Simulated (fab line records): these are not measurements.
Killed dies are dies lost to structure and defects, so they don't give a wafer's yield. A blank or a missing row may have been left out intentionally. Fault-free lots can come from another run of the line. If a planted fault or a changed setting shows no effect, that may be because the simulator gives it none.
Matching of chambers    flow nand harc    NHARC_P_BONDPAD_DEP_00 on pecvd-01: 3 sister chambers
The step deposits SiCN, target thk 250 nm. 18 wafers are shown with their chamber, then 9 later ones without.

WAFERS, EACH WITH ITS CHAMBER
wafer   chamber  heater power w (W)
L074.1  0        562
L074.5  0        571
L074.6  2        570
L076.1  0        550
L076.3  1        538
L076.5  0        568
L079.2  0        499
L079.3  2        494
L079.6  0        520
L081.3  1        596
L081.4  0        482
L081.6  2        572
L082.1  1        526
L082.2  0        532
L082.5  2        620
L083.1  0        566
L083.2  1        606
L083.5  0        571

SIGNATURES, as means of the wafers listed above
reading         chamber 0  chamber 1  chamber 2  scatter within a chamber
heater power w  542.10     566.50     564.00     38.7
Rule: for each reading, subtract the chamber's mean from the wafer's reading, divide by that reading's scatter and square the result; add these up over the readings and take the root, which gives the wafer's distance from the chamber. If the next closest chamber is less than 2 further off than the closest, the wafer can't be placed; otherwise it belongs to the closest. The scatter: take each reading less its chamber's mean, square it, sum over the shown wafers, divide by the number of wafers less the number of chambers, and take the root.

WAFERS WITH NO CHAMBER GIVEN
wafer   heater power w (W)
L092.1  566
L092.3  503
L092.4  516
L091.4  539
L091.5  520
L091.6  578
L095.3  490
L095.5  496
L095.6  575

WHICH CHAMBER EACH WENT THROUGH
wafer   from the rows above           in truth
L092.1  can't be placed: 1 or 2 or 0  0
L092.3  can't be placed: 0 or 2 or 1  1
L092.4  can't be placed: 0 or 2 or 1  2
L091.4  can't be placed: 0 or 2 or 1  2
L091.5  can't be placed: 0 or 2 or 1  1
L091.6  can't be placed: 1 or 2 or 0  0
L095.3  can't be placed: 0 or 2 or 1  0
L095.5  can't be placed: 0 or 2 or 1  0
L095.6  can't be placed: 1 or 2 or 0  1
Correctly placed: 0 of 9. Unplaceable from these rows: 9, with the true chamber sitting among the candidates in 9. Placed wrongly: 0.
